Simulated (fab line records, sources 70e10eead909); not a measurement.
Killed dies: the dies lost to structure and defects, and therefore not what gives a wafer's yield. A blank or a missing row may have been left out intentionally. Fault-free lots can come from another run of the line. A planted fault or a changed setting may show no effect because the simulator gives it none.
Matching of chambers | flow nandHarc | 4 sister chambers for NHARC_P_BONDPAD_STRIP_15 on rieDiel-08
The step strips in O2. 8 wafers are shown with their chamber, then 7 later ones without.

WAFERS PAIRED WITH THEIR CHAMBERS
wafer  | chamber | showerheadPlenumPTorr (Torr) | oesProductAu (a.u.)
L075.5 | 1       | 3.65                         | 0.982
L079.4 | 3       | 3.32                         | 1.002
L084.4 | 1       | 3.65                         | 0.990
L087.1 | 3       | 3.32                         | 0.993
L087.2 | 0       | 3.48                         | 1.011
L087.4 | 2       | 3.36                         | 0.983
L088.3 | 2       | 3.36                         | 0.969
L088.4 | 0       | 3.47                         | 1.020

WAFERS WITHOUT THEIR CHAMBER
wafer  | showerheadPlenumPTorr (Torr) | oesProductAu (a.u.)
L088.6 | 3.65                         | 0.985
L094.1 | 3.47                         | 1.015
L094.3 | 3.32                         | 0.979
L094.5 | 3.47                         | 1.009
L095.1 | 3.47                         | 1.006
L095.2 | 3.36                         | 0.998
L095.3 | 3.32                         | 0.979

THE CHAMBER EACH PASSED THROUGH
wafer  | from the rows above | in truth
L088.6 | 1                   | 1
L094.1 | 0                   | 0
L094.3 | 3                   | 3
L094.5 | 0                   | 0
L095.1 | 0                   | 0
L095.2 | 2                   | 2
L095.3 | 3                   | 3
7 of 7 placed correctly. Left unplaced by these rows: 0. Number placed wrongly: 0.
How it was worked out, from the rows above alone: a wafer's distance from a chamber is the root of the sum, over the readings, of the square of ((its reading less the chamber's mean) divided by the reading's scatter). If the next closest chamber is less than 2 further off than the closest, the wafer can't be placed; otherwise it belongs to the closest. The mean given for a chamber averages the wafers shown for that chamber. The scatter: take each reading less its chamber's mean, square it, sum over the shown wafers, divide by the number of wafers less the number of chambers, and take the root.
